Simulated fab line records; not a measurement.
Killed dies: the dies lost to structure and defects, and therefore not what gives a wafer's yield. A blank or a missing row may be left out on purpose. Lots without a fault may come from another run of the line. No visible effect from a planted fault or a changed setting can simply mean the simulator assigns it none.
Chamber matching ; flow n5Finfet ; 4 sister chambers for N5_BEOL_M5_DESCUM_16 on rieDiel-04
The step chemistry O2, time 7 s. 16 wafers are shown with their chamber, then 8 later ones without.

## WAFERS, EACH WITH ITS CHAMBER
wafer;chamber;showerheadPlenumPTorr (Torr);drypumpMotorCurrentA (A);throttleValvePct (%)
L075.2;3;2.07;5.9;20.62
L075.4;0;2.07;5.6;20.73
L075.6;1;2.18;6.1;20.27
L076.1;0;2.07;5.6;20.72
L076.2;1;2.18;6.1;20.29
L076.4;3;2.07;5.8;20.61
L078.2;3;2.07;5.8;20.62
L078.4;1;2.18;6.1;20.31
L078.6;0;2.07;5.6;20.75
L079.3;3;2.07;5.8;20.64
L079.4;1;2.18;6.1;20.31
L079.6;0;2.07;5.6;20.73
L087.1;1;2.17;6.1;20.32
L087.3;2;2.04;5.7;20.24
L087.6;3;2.06;5.8;20.65
L093.1;3;2.06;5.8;20.64

SIGNATURES (averages over the wafers above)
reading;chamber 0;chamber 1;chamber 2;chamber 3;scatter within a chamber
showerheadPlenumPTorr;2.0700;2.1780;2.0400;2.0667;0.00422
drypumpMotorCurrentA;5.600;6.100;5.700;5.817;0.0264
throttleValvePct;20.7325;20.3000;20.2400;20.6300;0.0165
Rule: a wafer lies at a distance from a chamber equal to the root of the sum of squares, over the readings, of (its reading less the chamber's mean, divided by the reading's scatter). If the next closest chamber is less than 2 further off than the closest, the wafer can't be placed; otherwise it belongs to the closest. The scatter is the square root of a quotient: the sum, over the shown wafers, of each reading's squared deviation from its chamber's mean, divided by wafers minus chambers.

## WAFERS WITH NO CHAMBER GIVEN
wafer;showerheadPlenumPTorr (Torr);drypumpMotorCurrentA (A);throttleValvePct (%)
L093.3;2.04;5.7;20.23
L093.4;2.17;6.1;20.33
L091.2;2.16;6.1;20.34
L091.5;2.06;5.9;20.66
L091.6;2.04;5.7;20.24
L092.1;2.16;6.1;20.34
L092.2;2.04;5.7;20.26
L092.4;2.06;5.8;20.67

## EACH ONE'S CHAMBER
wafer;from the rows above;in truth
L093.3;2;2
L093.4;1;1
L091.2;1;1
L091.5;3;3
L091.6;2;2
L092.1;1;1
L092.2;2;2
L092.4;3;3
Placed correctly: 8 of 8. Number that these rows cannot place: 0. Number placed wrongly: 0.
